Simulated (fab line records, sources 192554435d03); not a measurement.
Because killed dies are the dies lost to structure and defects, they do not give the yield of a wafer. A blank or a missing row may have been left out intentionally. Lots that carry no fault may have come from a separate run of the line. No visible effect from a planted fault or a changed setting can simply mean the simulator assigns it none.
fab line records ; flow n5-finfet
[record] lots = 10; wafers = 27; last-day = 19
route steps=1938 shown SD_EPI_P@304 SD_ACTIVATION@334 ILD0@339 BEOL_M4@1111 PASSIVATION@1936
lots that met no fault: taken from a fault-free run of the same line
start-h: start of the lot's first displayed wafer, in hours after the record's first day ; wait-h: hours elapsed since this lot's preceding step ; " repeats the value in the row above ; L1.1+2: several wafers, shown together as one row ; - no value present, or no start provided ; * or withheld: withheld ; < > ~ a bound
route shown NAME@n: names a module that has steps shown in the file, with the first one's number in the route ; usual: mean/standard deviation taken from wafers without a fault ; same: alike in all rows ; chamber/n: place in a boat ; sites: the reading at each site ; _std_site: their standard deviation ; _edge_site: outer sites' mean less inner sites' ; radius-mm: how far each site lies from the wafer's centre ; mask NAME#n: copy n ; behind: the tool/chamber that last shaped the wafer ; hold: why the lot was held/for how many hours/how that ended ; device: names the non-switching transistor (n, p or np) ; end of line: the same wafers' tests at the end of the route ; step lacking rows: just its recipe ; killed: count of dies lost to structure and defects at first sort (not the wafer's yield) ; map: a wafer's dies, x killed, . not, _ none there
set.NAME: the run value of the setting; set.NAME@STEP: its run value at that earlier step ; model.NAME: the simulator's own value behind a step, which no gauge read
the route's steps for a sample of lots (tables are steps, rows are wafers)
services: a tool's chamber out of use, with start hour (start-h, from the record's first day; less than 0 if before it), hours out, and reason
[[steps]]
[step N5_SD_EPI_P_OVL_MEAS_10]
[recipe] points-per-wafer = 44
[usual] SD_P_BLK_OVL = 0.2/0.74
lot.wafer;tool;chamber;start-h;wait-h;SD_P_BLK_OVL[nm]
L400.2;overlay-01;0;52.43;0.0;0.9
L400.3;overlay-01;0;52.43;0.0;-0.3
L400.5;overlay-01;0;52.43;0.0;0.8
L401.3;overlay-02;0;60.70;0.0;0.9
L401.4;overlay-02;0;60.70;0.0;0.7
L402.1;overlay-02;0;74.71;0.0;1.6
L402.5;overlay-02;0;74.71;0.0;1.3
L402.6;overlay-02;0;74.71;0.0;1.0
L403.1;overlay-02;0;80.80;0.0;0.1
L403.5;overlay-02;0;80.80;0.0;0.6
L406.1;overlay-01;0;92.13;0.0;-0.3
L406.3;overlay-01;0;92.13;0.0;0.5
L406.4;overlay-01;0;92.13;0.0;-0.3
L412.2;overlay-01;0;128.13;0.0;0.1
L412.4;overlay-01;0;128.13;0.0;-1.1
L415.1;overlay-01;0;145.40;0.0;0.2
L415.3;overlay-01;0;145.40;0.0;1.1
L415.5;overlay-01;0;145.40;0.0;-0.2
L419.1;overlay-02;0;170.62;0.0;-0.3
L419.3;overlay-02;0;170.62;0.0;0.0
L419.5;overlay-02;0;170.62;0.0;0.5
L421.1;overlay-01;0;180.28;0.0;0.9
L421.5;overlay-01;0;180.28;0.0;1.2
L421.6;overlay-01;0;180.28;0.0;-1.0
L422.3;overlay-01;0;189.20;0.0;1.1
L422.5;overlay-01;0;189.20;0.0;1.2
L422.6;overlay-01;0;189.20;0.0;1.0
[step N5_SD_EPI_P_ETCHBACK_46]
[recipe] chemistry = CH3F/O2; mode = anisotropic-etchback; target = SiNx; target-depth-a = 175; stop-on = SiO2; over-etch-frac = 0.3; ion-energy-ev = 120; pressure-mtorr = 30; source-w = 395; bias-w = 73; Ar_flow_sccm = 150; CH3F_flow_sccm = 30; O2_flow_sccm = 20
[usual] drypump-motor-current-A = 5.76/0.29; oes_ar_750_au = 0.79/0.065; oes-product-au = 0.67/0.056; rf-vpp-V = 295/6; showerhead-plenum-p-Torr = 2.01/0.077; throttle-valve-pct = 16.34/0.24
lot.wafer;tool;chamber;start-h;wait-h;drypump-motor-current-A;oes_ar_750_au;oes-product-au;rf-hours-counter-h;rf-vpp-V;showerhead-plenum-p-Torr;throttle-valve-pct
L400.2;rie-diel-06;2;52.90;0.0;6.01;0.77;0.67;89;287;1.93;16.27
L400.3;rie-diel-06;0;52.90;0.0;5.88;0.79;0.67;111;302;2.11;16.37
L400.5;rie-diel-06;3;52.90;0.0;5.40;0.90;0.78;-;300;2.13;16.28
L401.3;rie-diel-05;1;61.17;0.0;5.15;0.76;0.65;138;300;1.91;16.56
L401.4;rie-diel-05;2;61.17;0.0;5.66;0.72;0.63;-;290;1.98;16.71
L402.1;rie-diel-01;1;75.67;0.0;6.11;0.87;0.75;37;304;2.05;16.33
L402.5;rie-diel-01;2;75.67;0.0;5.67;0.75;0.62;-;294;2.08;16.56
L402.6;rie-diel-01;1;75.67;0.0;6.09;0.87;0.75;-;305;2.05;16.34
L403.1;rie-diel-01;1;81.37;0.0;6.09;0.88;0.75;38;302;2.05;16.35
L403.5;rie-diel-01;3;81.37;0.0;5.84;0.73;0.60;-;288;2.06;16.33
L406.1;rie-diel-01;1;92.60;0.0;6.15;0.85;0.75;40;302;2.05;16.33
L406.3;rie-diel-01;3;92.60;0.0;5.83;0.73;0.60;239;288;2.06;16.33
L406.4;rie-diel-01;2;92.60;0.0;5.66;0.75;0.62;183;293;2.07;16.56
L412.2;rie-diel-01;2;128.61;0.0;5.67;0.74;0.62;194;293;2.07;16.57
L412.4;rie-diel-01;3;128.61;0.0;5.86;0.72;0.59;250;286;2.05;16.36
L415.1;rie-diel-05;1;145.87;0.0;5.18;0.74;0.63;162;300;1.91;16.58
L415.3;rie-diel-05;3;145.87;0.0;5.73;0.87;0.72;76;299;1.94;15.92
L415.5;rie-diel-05;1;145.87;0.0;5.17;0.75;0.63;-;300;1.91;16.58
L419.1;rie-diel-05;3;171.09;0.0;5.77;0.86;0.72;81;297;1.94;15.94
L419.3;rie-diel-05;2;171.09;0.0;5.63;0.69;0.60;231;288;1.97;16.76
L419.5;rie-diel-05;1;171.09;0.0;5.18;0.74;0.63;-;299;1.90;16.61
L421.1;rie-diel-06;2;180.75;0.0;6.01;0.74;0.64;123;287;1.92;16.33
L421.5;rie-diel-06;1;180.75;0.0;6.31;0.75;0.62;-;285;1.90;16.17
L421.6;rie-diel-06;3;180.75;0.0;5.42;0.83;0.72;-;298;2.12;16.35
L422.3;rie-diel-01;2;189.68;0.0;5.65;0.73;0.61;208;295;2.07;16.60
L422.5;rie-diel-01;3;189.68;0.0;5.84;0.99;0.81;-;288;2.05;15.95
L422.6;rie-diel-01;2;189.68;0.0;5.64;0.73;0.61;-;293;2.07;16.62
[step N5_SD_EPI_P_SD_RECESS_17]
[recipe] chemistry = HBr/Cl2/O2; target-depth-a = 391; bt-time-s = 3; pressure-mtorr = 10; icp-w = 800; bias-w = 112; HBr_flow_sccm = 150; Cl2_flow_sccm = 80; O2_flow_sccm = 12
[usual] drypump-motor-current-A = 5.6/0.37; mfc-cl2-sccm = 79.99/0.22; oes-product-au = 0.995/0.017; throttle-valve-pct = 37.1/0.52
lot.wafer;tool;chamber;start-h;wait-h;drypump-motor-current-A;mfc-cl2-sccm;oes-product-au;rf-hours-counter-h;throttle-valve-pct
L400.2;rie-si-02;3;53.17;0.0;6.6;79.84;1.015;203;37.1
L400.3;rie-si-02;2;53.17;0.0;5.7;80.06;1.009;65;38.2
L400.5;rie-si-02;2;53.17;0.0;5.7;80.40;1.019;-;38.2
L401.3;rie-si-06;0;61.44;0.0;5.8;80.09;0.993;107;36.1
L401.4;rie-si-06;3;61.44;0.0;5.1;79.71;1.015;149;37.1
L402.1;rie-si-06;0;75.94;0.0;5.8;79.47;0.996;107;36.1
L402.5;rie-si-06;2;75.94;0.0;5.5;80.08;0.976;-;37.1
L402.6;rie-si-06;1;75.94;0.0;5.4;80.04;0.970;-;37.0
L403.1;rie-si-06;3;81.64;0.0;5.1;80.13;1.015;150;37.1
L403.5;rie-si-06;0;81.64;0.0;5.8;79.60;1.001;-;36.1
L406.1;rie-si-05;2;92.87;0.0;5.3;80.10;1.010;78;36.4
L406.3;rie-si-05;0;92.87;0.0;5.2;80.08;0.978;160;37.0
L406.4;rie-si-05;3;92.87;0.0;5.5;80.18;0.982;144;37.0
L412.2;rie-si-02;3;128.88;0.0;6.6;80.28;0.998;1;37.5
L412.4;rie-si-02;2;128.88;0.0;5.7;79.81;1.018;-;38.2
L415.1;rie-si-02;3;146.15;0.0;6.6;79.86;1.013;1;37.5
L415.3;rie-si-02;2;146.15;0.0;5.7;80.07;1.012;67;38.2
L415.5;rie-si-02;2;146.15;0.0;5.7;80.01;1.016;-;38.2
L419.1;rie-si-06;2;171.37;0.0;5.4;79.97;0.974;144;37.1
L419.3;rie-si-06;1;171.37;0.0;5.4;79.71;0.975;176;37.0
L419.5;rie-si-06;0;171.37;0.0;5.8;79.84;1.000;-;36.1
L421.1;rie-si-06;2;181.03;0.0;5.4;79.54;0.970;144;37.1
L421.5;rie-si-06;2;181.03;0.0;5.5;79.74;0.973;-;37.1
L421.6;rie-si-06;3;181.03;0.0;5.1;80.33;1.011;-;37.1
L422.3;rie-si-06;0;189.95;0.0;5.8;79.99;0.983;109;36.1
L422.5;rie-si-06;1;189.95;0.0;5.4;80.04;0.972;-;37.0
L422.6;rie-si-06;2;189.95;0.0;5.4;79.90;0.984;-;37.1
[step N5_SD_EPI_P_INSPECT_26]
[recipe] inspect-instrument = darkfield; mode = post-epi
[usual] raw-defect-count = 198/39
lot.wafer;tool;chamber;start-h;wait-h;raw-defect-count
L400.2;defect-inspect-02;-;56.20;0.0;144
L400.3;defect-inspect-02;-;56.20;0.0;138
L400.5;defect-inspect-02;-;56.20;0.0;191
L401.3;defect-inspect-01;-;66.44;0.0;192
L401.4;defect-inspect-01;-;66.44;0.0;183
L402.1;defect-inspect-01;-;79.81;0.0;189
L402.5;defect-inspect-01;-;79.81;0.0;213
L402.6;defect-inspect-01;-;79.81;0.0;224
L403.1;defect-inspect-01;-;85.51;0.0;150
L403.5;defect-inspect-01;-;85.51;0.0;188
L406.1;defect-inspect-01;-;96.74;0.0;172
L406.3;defect-inspect-01;-;96.74;0.0;153
L406.4;defect-inspect-01;-;96.74;0.0;133
L412.2;defect-inspect-02;-;131.91;0.0;155
L412.4;defect-inspect-02;-;131.91;0.0;185
L415.1;defect-inspect-01;-;149.18;0.0;826
L415.3;defect-inspect-01;-;149.18;0.0;897
L415.5;defect-inspect-01;-;149.18;0.0;856
L419.1;defect-inspect-01;-;174.43;0.0;873
L419.3;defect-inspect-01;-;174.43;0.0;872
L419.5;defect-inspect-01;-;174.43;0.0;851
L421.1;defect-inspect-01;-;184.90;0.0;199
L421.5;defect-inspect-01;-;184.90;0.0;194
L421.6;defect-inspect-01;-;184.90;0.0;161
L422.3;defect-inspect-01;-;193.84;0.0;239
L422.5;defect-inspect-01;-;193.84;0.0;198
L422.6;defect-inspect-01;-;193.84;0.0;184
[step N5_SD_ACTIVATION_INSPECT_02]
[recipe] inspect-instrument = darkfield; mode = post-anneal
[usual] raw-defect-count = 198/39
lot.wafer;tool;chamber;start-h;wait-h;raw-defect-count
L400.2;defect-inspect-01;-;56.96;0.2;129
L400.3;defect-inspect-01;-;56.96;0.2;131
L400.5;defect-inspect-01;-;56.96;0.2;201
L401.3;defect-inspect-01;-;67.19;0.1;192
L401.4;defect-inspect-01;-;67.19;0.1;186
L402.1;defect-inspect-01;-;80.57;0.2;192
L402.5;defect-inspect-01;-;80.57;0.2;203
L402.6;defect-inspect-01;-;80.57;0.2;218
L403.1;defect-inspect-02;-;86.26;0.2;159
L403.5;defect-inspect-02;-;86.26;0.2;183
L406.1;defect-inspect-01;-;97.51;0.2;156
L406.3;defect-inspect-01;-;97.51;0.2;150
L406.4;defect-inspect-01;-;97.51;0.2;124
L412.2;defect-inspect-01;-;132.67;0.2;155
L412.4;defect-inspect-01;-;132.67;0.2;192
L415.1;defect-inspect-02;-;149.93;0.2;829
L415.3;defect-inspect-02;-;149.93;0.2;901
L415.5;defect-inspect-02;-;149.93;0.2;862
L419.1;defect-inspect-01;-;175.19;0.2;892
L419.3;defect-inspect-01;-;175.19;0.2;873
L419.5;defect-inspect-01;-;175.19;0.2;859
L421.1;defect-inspect-01;-;185.83;0.2;181
L421.5;defect-inspect-01;-;185.83;0.2;193
L421.6;defect-inspect-01;-;185.83;0.2;166
L422.3;defect-inspect-01;-;194.59;0.1;231
L422.5;defect-inspect-01;-;194.59;0.1;191
L422.6;defect-inspect-01;-;194.59;0.1;198
[step N5_ILD0_THK_MEAS_04]
[usual] thk-nm = 197.6/1.1
lot.wafer;tool;chamber;start-h;wait-h;thk-nm
L400.2;film-metro-02;-;59.66;-;197.2
L400.3;film-metro-02;-;59.66;-;197.8
L400.5;film-metro-02;-;59.66;-;195.4
L401.3;film-metro-01;-;69.90;-;196.4
L401.4;film-metro-01;-;69.90;-;198.0
L402.1;film-metro-01;-;83.29;-;198.8
L402.5;film-metro-01;-;83.29;-;195.7
L402.6;film-metro-01;-;83.29;-;198.8
L403.1;film-metro-02;-;88.97;-;196.1
L403.5;film-metro-02;-;88.97;-;197.4
L406.1;film-metro-02;-;100.68;-;198.5
L406.3;film-metro-02;-;100.68;-;198.1
L406.4;film-metro-02;-;100.68;-;199.2
L412.2;film-metro-02;-;135.38;-;197.2
L412.4;film-metro-02;-;135.38;-;198.2
L415.1;film-metro-01;-;152.64;-;197.3
L415.3;film-metro-01;-;152.64;-;197.0
L415.5;film-metro-01;-;152.64;-;195.4
L419.1;film-metro-01;-;177.89;-;197.9
L419.3;film-metro-01;-;177.89;-;197.4
L419.5;film-metro-01;-;177.89;-;197.3
L421.1;film-metro-01;-;189.24;-;198.1
L421.5;film-metro-01;-;189.24;-;196.2
L421.6;film-metro-01;-;189.24;-;195.9
L422.3;film-metro-02;-;197.59;-;198.8
L422.5;film-metro-02;-;197.59;-;195.7
L422.6;film-metro-02;-;197.59;-;198.7
[step N5_BEOL_M4_RC_MEAS_101]
[usual] DIBL_N = 36.4/2.2; DIBL_P = 36.3/2.5; IOFF_N = 0.17/0.052; IOFF_P = 0.23/0.049; ION_N = 674/17; ION_P = 464/11; SS_N = 71.7/0.98; SS_P = 73.3/0.84; VT_N = 250/4; VT_P = -249/3.8
lot.wafer;tool;chamber;start-h;wait-h;DIBL_N[mV/V];DIBL_P[mV/V];IOFF_N[nA/um];IOFF_P[nA/um];ION_N[uA/um];ION_P[uA/um];SS_N[mV/dec];SS_P[mV/dec];VT_N[mV];VT_P[mV]
L400.2;prober-02;0;175.89;0.2;36.9;38.2;0.18;0.25;708;483;71.2;73.4;246;-246
L400.3;prober-02;0;175.89;0.2;40.0;41.8;0.23;0.32;704;487;72.4;75.1;245;-243
L400.5;prober-02;0;175.89;0.2;38.3;40.1;0.19;0.30;682;472;72.0;75.2;246;-245
L401.3;prober-01;0;186.41;0.3;36.5;36.3;0.15;0.22;686;466;71.0;72.7;247;-249
L401.4;prober-01;0;186.41;0.3;34.8;33.8;0.11;0.18;627;440;71.2;73.0;259;-257
L403.1;prober-02;0;228.12;0.0;37.2;36.4;0.19;0.25;657;448;73.0;74.4;248;-247
L403.5;prober-02;0;228.12;0.0;38.7;39.8;0.22;0.33;654;455;72.3;75.3;247;-245
L402.1;prober-02;0;239.10;0.0;37.6;38.8;0.21;0.33;691;477;71.3;73.8;246;-242
L402.5;prober-02;0;239.10;0.0;36.1;35.6;0.16;0.25;686;481;71.6;73.1;251;-244
L402.6;prober-02;0;239.10;0.0;33.2;33.2;0.12;0.21;656;464;70.8;72.4;256;-247
L406.1;prober-02;0;248.98;0.0;38.3;38.9;0.21;0.25;697;472;72.0;73.7;247;-249
L406.3;prober-02;0;248.98;0.0;39.6;38.2;0.22;0.24;675;456;72.2;74.4;248;-250
L406.4;prober-02;0;248.98;0.0;35.8;33.9;0.17;0.17;673;454;72.2;72.9;248;-252
L412.2;prober-02;0;276.30;0.2;38.0;39.1;0.22;0.31;705;486;72.5;74.4;246;-243
L412.4;prober-02;0;276.30;0.2;34.6;33.3;0.14;0.21;672;465;71.2;72.7;252;-248
L415.1;prober-02;0;304.17;0.0;35.7;36.6;0.15;0.21;668;456;71.0;73.7;253;-251
L415.3;prober-02;0;304.17;0.0;38.6;40.5;0.22;0.29;696;473;72.7;75.0;246;-247
L415.5;prober-02;0;304.17;0.0;38.5;39.7;0.19;0.26;661;455;72.6;74.8;248;-249
L419.1;prober-02;0;317.45;0.0;36.8;36.9;0.18;0.24;689;468;71.7;72.9;245;-248
L419.3;prober-02;0;317.45;0.0;38.1;38.4;0.19;0.25;679;463;72.0;73.9;246;-245
L419.5;prober-02;0;317.45;0.0;34.8;34.8;0.13;0.20;676;465;70.7;72.2;251;-247
L421.1;prober-02;0;331.96;0.0;35.2;34.1;0.15;0.20;683;464;71.3;72.3;249;-251
L421.5;prober-02;0;331.96;0.0;35.0;34.6;0.14;0.20;675;466;71.2;72.1;251;-250
L421.6;prober-02;0;331.96;0.0;36.6;36.3;0.17;0.23;689;470;72.5;73.7;249;-249
L422.3;prober-01;0;348.84;0.3;35.3;35.1;0.15;0.21;679;470;71.6;73.5;252;-248
L422.5;prober-01;0;348.84;0.3;37.2;37.3;0.19;0.24;687;470;71.8;73.9;247;-249
L422.6;prober-01;0;348.84;0.3;32.0;30.7;0.11;0.16;676;470;69.8;72.2;255;-253
[step N5_PASSIVATION_PROBE_49]
[usual] defect-limited-yield = 91.2/1.4; killed_at_M0_to_M3 = 34/9.3; killed_at_M4_up = 14/5.9; killed-at-contacts = 14/5.7; killed-at-front-end = 38/10; killed-at-other = 4/3.2; killed-dies = 104/17; killed-on-rim = 14/4; killed-open = 67/13; killed-short = 33/6.9; sort_bin_5_function = 5.2/1; sort_bin_6_memory = 3.3/0.61; sort_bin_8_speed = 0.3/1.8; sort-n-pass = 1069/52; sort-yield-pct = 91/4.4
[same] gross-dies = 1180; killed-at-back-side = 0; sort_bin_4_leakage[%] = 0
lot.wafer;tool;chamber;start-h;wait-h;defect-limited-yield[%];killed_at_M0_to_M3;killed_at_M4_up;killed-at-contacts;killed-at-front-end;killed-at-other;killed-dies;killed-on-rim;killed-open;killed-short;sort_bin_5_function[%];sort_bin_6_memory[%];sort_bin_8_speed[%];sort-n-pass;sort-yield-pct[%]
L415.1;prober-02;-;416.73;0.0;79.6;46;15;11;147;22;241;32;75;27;13.1;4.7;0;939;80
L415.3;prober-02;-;416.83;0.1;80.5;46;10;18;124;32;230;31;64;37;11.9;4.7;0;950;81
L415.5;prober-02;-;416.93;0.2;81.2;48;15;6;150;3;222;24;73;37;10.0;5.6;0;958;81
L419.1;prober-02;-;417.78;0.0;83.5;39;6;15;133;2;195;27;63;36;10.4;3.9;0;985;83
L419.3;prober-02;-;417.88;0.1;86.2;28;14;9;110;2;163;27;60;36;7.5;3.7;0;1017;86
L419.5;prober-02;-;417.98;0.2;76.4;31;12;31;166;38;278;27;83;40;16.1;5.3;0;902;76
// killed by level:class
L415.1 SD_EPI_P:unspecified=115 PASSIVATION:area-etch=22 STI_FIN_REVEAL:geometric-particle:open=12 BEOL_M3:geometric-particle:open=11 BEOL_M0_SAQP:geometric-particle:open=10 MOL_CONTACT_COAG:geometric-particle:open=8 BEOL_M0_SAQP:geometric-particle:short=6 BEOL_M5:geometric-particle:open=6
L415.3 SD_EPI_P:unspecified=102 PASSIVATION:area-etch=21 MOL_CONTACT_COAG:geometric-particle:open=17 BEOL_M1:geometric-particle:open=16 BEOL_M0_SAQP:geometric-particle:short=9 BEOL_M2:geometric-particle:open=7 BEOL_M1:geometric-particle:short=5 BEOL_M4:geometric-particle:open=5
L415.5 SD_EPI_P:unspecified=106 FIN_SAQP:geometric-particle:open=10 BEOL_M3:geometric-particle:open=10 STI_FIN_REVEAL:geometric-particle:open=8 BEOL_M0_SAQP:geometric-particle:open=8 BEOL_M2:geometric-particle:open=8 FIN_SAQP:geometric-particle:short=7 BEOL_M0_SAQP:geometric-particle:short=7
L419.1 SD_EPI_P:unspecified=94 DUMMY_GATE:geometric-particle:open=11 MOL_CONTACT_COAG:geometric-particle:open=11 BEOL_M0_SAQP:geometric-particle:short=9 BEOL_M1:geometric-particle:open=8 FIN_SAQP:geometric-particle:open=7 BEOL_M0_SAQP:geometric-particle:open=5 BEOL_M3:geometric-particle:open=5
L419.3 SD_EPI_P:unspecified=62 FIN_SAQP:geometric-particle:open=14 FIN_SAQP:geometric-particle:short=10 BEOL_M0_SAQP:geometric-particle:open=10 MOL_CONTACT_COAG:geometric-particle:open=7 GATE_CUT:geometric-particle:short=6 BEOL_M0_SAQP:geometric-particle:short=6 BEOL_M2:geometric-particle:open=6
L419.5 SD_EPI_P:unspecified=113 PASSIVATION:area-etch=35 MOL_CONTACT_COAG:geometric-particle:open=25 FIN_SAQP:geometric-particle:open=20 FIN_SAQP:geometric-particle:short=12 BEOL_M0_SAQP:geometric-particle:short=10 ILD0:geometric-particle:open=6 BEOL_M0_SAQP:geometric-particle:open=6
[[services]]
tool;chamber;start-h;hours;kind
rie-diel-05;-;36.84;3.3;repair
rie-diel-01;0;41.96;13.1;repair
rie-diel-05;1;47.74;9.5;repair
rie-diel-06;-;55.42;2.8;pm
rie-diel-05;3;59.32;3.6;repair
rie-si-05;0;70.52;6.4;repair
rie-si-05;2;72.74;7.4;repair
rie-diel-05;2;86.52;6.5;repair
rie-si-02;3;88.46;1.3;repair
rie-si-02;1;94.85;5.3;repair
rie-si-02;3;104.93;7.7;repair
rie-si-02;0;116.99;12.4;repair
rie-diel-06;-;132.24;0.2;repair
rie-diel-01;2;137.63;13.2;repair
rie-diel-06;-;142.13;0.4;repair
rie-diel-01;3;145.39;3.7;repair
rie-diel-01;3;150.88;-;clean
rie-diel-01;3;150.88;-;consumable-replace:focus-ring
rie-diel-01;3;150.88;19.4;scheduled-down
rie-diel-01;3;150.88;19.4;vent-cycle
rie-diel-05;3;162.96;6.1;repair
rie-diel-05;2;176.92;13.9;repair
rie-diel-06;0;177.68;4.9;repair
rie-diel-06;-;185.73;0.7;repair
[[key]]
[first-sign] step = N5_SD_EPI_P_INSPECT_26; reading = raw-defect-count; direction = up; sigmas = 17; usual = 198; struck = 862
[effect] step = N5_SD_ACTIVATION_INSPECT_02; reading = raw-defect-count; direction = up; sigmas = 17; usual = 198; struck = 869
[effect] step = N5_PASSIVATION_PROBE_49; reading = killed-at-front-end; direction = up; sigmas = 9.5; usual = 38; struck = 138
[more-kills-born-at] N5_SD_EPI_P_ETCHBACK_46@rie-diel-05 = 592
met-at N5_SD_EPI_P_ETCHBACK_46
struck-lots L415,L419
[baseline-loss] step = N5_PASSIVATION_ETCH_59; wafers = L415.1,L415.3
[baseline-loss] step = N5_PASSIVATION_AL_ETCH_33; wafers = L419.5
not-acting-at N5_SD_EPI_P_OVL_MEAS_10,N5_SD_EPI_P_SD_RECESS_17,N5_ILD0_THK_MEAS_04
onset-between 61.17 145.87
[fault] kind = chamber-particle-source; tool = rie-diel-05; chamber = -; onset-h = 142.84; steps = N5_SD_EPI_P_ETCHBACK_46; rate-per-visit-cm2 = 1.0544; end-h = 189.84
// baseline-loss: these wafers lose ten dies or more at that step, a loss of the line's own and not of a fault; the sort's usual values leave them out
